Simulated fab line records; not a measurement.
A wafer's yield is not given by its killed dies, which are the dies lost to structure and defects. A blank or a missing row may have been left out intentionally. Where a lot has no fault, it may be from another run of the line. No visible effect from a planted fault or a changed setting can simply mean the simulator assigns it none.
A lot that was struck, set against a sound lot    flow n5Finfet    36 out of 1938 route steps
Sound: the wafers L348.1, L348.2, L348.3. The struck wafers were L337.1, L337.2, L337.6. At the end, the cause is stated.
Per side, at each step with rows, come the tool, then ch with its chambers, and then its first start. Under that, the readings that differ: sound wafers    struck wafers    difference of the means    sigmas: that difference in standard deviations of wafers without a fault.
alike: a reading whose means differ by less than 2 such deviations, as well as words and numbers matching on both sides. not compared: withheld readings; readings where some wafer has no value; bounds like >300 that might hide an equal value; numbers whose values overlap and for which the record gives no deviation.
The two part at a step that has a row with sigmas, a row that says differs or no value, or rows on one side only. Non-overlapping numbers with no deviation appear without sigmas and do not part them. Lack of a reading on every wafer of one side parts them only where that side has two or more wafers.

first, 9 steps without rows for these wafers: N5_PMOS_HMC_CHANNEL_EPI_SRD_25 (time 30 s); N5_PMOS_HMC_CHANNEL_EPI_EPI_26 (deposits Si from SiH4/H2, target thk 3.8 nm, time 22.7 s); N5_FIN_SAQP_PRECLEAN_42 (cleans in O3/DIW, time 60 s); N5_FIN_SAQP_PRECLEAN_00 (cleans in SC1, time 60 s); N5_FIN_SAQP_PRECLEAN_44 (cleans in SC2, time 45 s); N5_FIN_SAQP_SRD_01 (time 30 s); N5_FIN_SAQP_ALD_61 (deposits SiO2, target thk 4 nm, pulse time 1 s, purge time 2 s); N5_FIN_SAQP_DENSIFY_62 (time 60 s); N5_FIN_SAQP_HM_DEP_03 (deposits SiNx from SiH4/NH3/N2, target thk 38 nm, time 33.6 s).
N5_FIN_SAQP_PECVD_47: deposits a-Si from SiH4/He, target thk 45 nm, time 36.3 s.
  sound on pecvd-03 ch 0,1,2, day 6 21:29; struck on pecvd-01 ch 0,1, day 4 03:07
reading                                     sound             struck             difference  sigmas
runLengthS (s)                              72.3 73.4 73.3    83.6 84.1 83.6     +10.8       +21
model.a-Si_of_FIN_SAQP_PECVD_47.thkNm (nm)  45.41 44.8 44.94  57.78 58.23 59.68  +13.51      
  alike: heaterPowerW, showerheadPlenumPTorr, throttleValvePct
then, 25 steps without rows for these wafers: N5_FIN_SAQP_PECVD_48 (deposits SiNx from SiH4/NH3/N2, target thk 25 nm, time 22.1 s); N5_FIN_SAQP_PECVD_06 (deposits a-Si from SiH4/He, target thk 60 nm, time 48.1 s); N5_FIN_SAQP_HM_DEP_72 (deposits SiO2 from SiH4/N2O, target thk 12 nm, time 7.2 s); N5_FIN_SAQP_COAT_49 (time 60 s, resist thk 100 nm); N5_FIN_SAQP_COAT_50 (time 60 s, resist thk 35 nm); N5_FIN_SAQP_COAT_10 (resist thk 90 nm); N5_FIN_SAQP_EBR_12; N5_FIN_SAQP_SOFTBAKE_11 (time 60 s); N5_FIN_SAQP_EXPOSE_13 (exposes mask FIN CORE, target cd 35.6 nm); N5_FIN_SAQP_PEB_14 (peb time 60 s); N5_FIN_SAQP_DEVELOP_15 (develop time 30 s); N5_FIN_SAQP_DESCUM_21 (chemistry O2, time 7.9 s); N5_FIN_SAQP_ETCH_51 (etches SiARC in CF4, target depth 45.5 nm, time 75.8 s); N5_FIN_SAQP_ETCH_52 (etches SOC in N2/H2, target depth 100 nm, overetch 20 nm, time 150 s); N5_FIN_SAQP_STRIP_53 (strips in N2/H2); N5_FIN_SAQP_HM_OPEN_73 (chemistry CHF3/O2, target SiO2, stops on a-Si, target depth 12 nm, time 16.8 s); N5_FIN_SAQP_STRIP_74 (strips in CHF3/O2); N5_FIN_SAQP_MANDREL_ETCH_22 (etches a-Si in HBr/Cl2, stops on SiNx, target depth 60 nm, bt time 10 s, time 30 s); N5_FIN_SAQP_STRIP_55 (strips in N2/H2); N5_FIN_SAQP_STRIP_23 (strips in SPM, time 750 s); N5_FIN_SAQP_SRD_66 (time 30 s); N5_FIN_SAQP_RECESS_75 (chemistry HF/NH3, target SiO2, target depth 14.4 nm, afs cycles 3, sublimation time 60 s); N5_FIN_SAQP_SPACER1_ALD_24 (deposits SiO2, target thk 20.3 nm, pulse time 1 s, purge time 2 s); N5_FIN_SAQP_SPACER1_ETCHBACK_25 (etches SiO2 in CHF3/O2, target depth 24.4 nm, time 12.2 s); N5_FIN_SAQP_MANDREL1_REMOVE_56 (chemistry HBr/Cl2/O2, target a-Si, stops on SiNx, bt time 10 s).
N5_FIN_SAQP_MANDREL_ETCH_58: etches a-Si in HBr/Cl2, stops on SiNx, target depth 45 nm, bt time 10 s, time 27 s.
  sound on rieSi-02 ch 0,1,3, day 7 00:19; struck on rieSi-05 ch 0,1,2, day 4 08:06
reading                  sound              struck             difference  sigmas
oesProductAu (a.u.)      0.693 0.692 0.688  0.813 0.810 0.846  +0.132      +11
model.etch.depthNm (nm)  45.41 44.8 44.94   57.78 58.23 59.68  +13.51      
  alike: drypumpMotorCurrentA, throttleValvePct
  not compared: rfHoursCounterH

WHERE THEY PART
At N5_FIN_SAQP_PECVD_47 first; at N5_FIN_SAQP_MANDREL_ETCH_58 last (within this record only).

WHY: whatever the simulator had introduced
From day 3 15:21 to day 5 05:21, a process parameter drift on pecvd-01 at N5_FIN_SAQP_PECVD_47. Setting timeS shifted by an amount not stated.
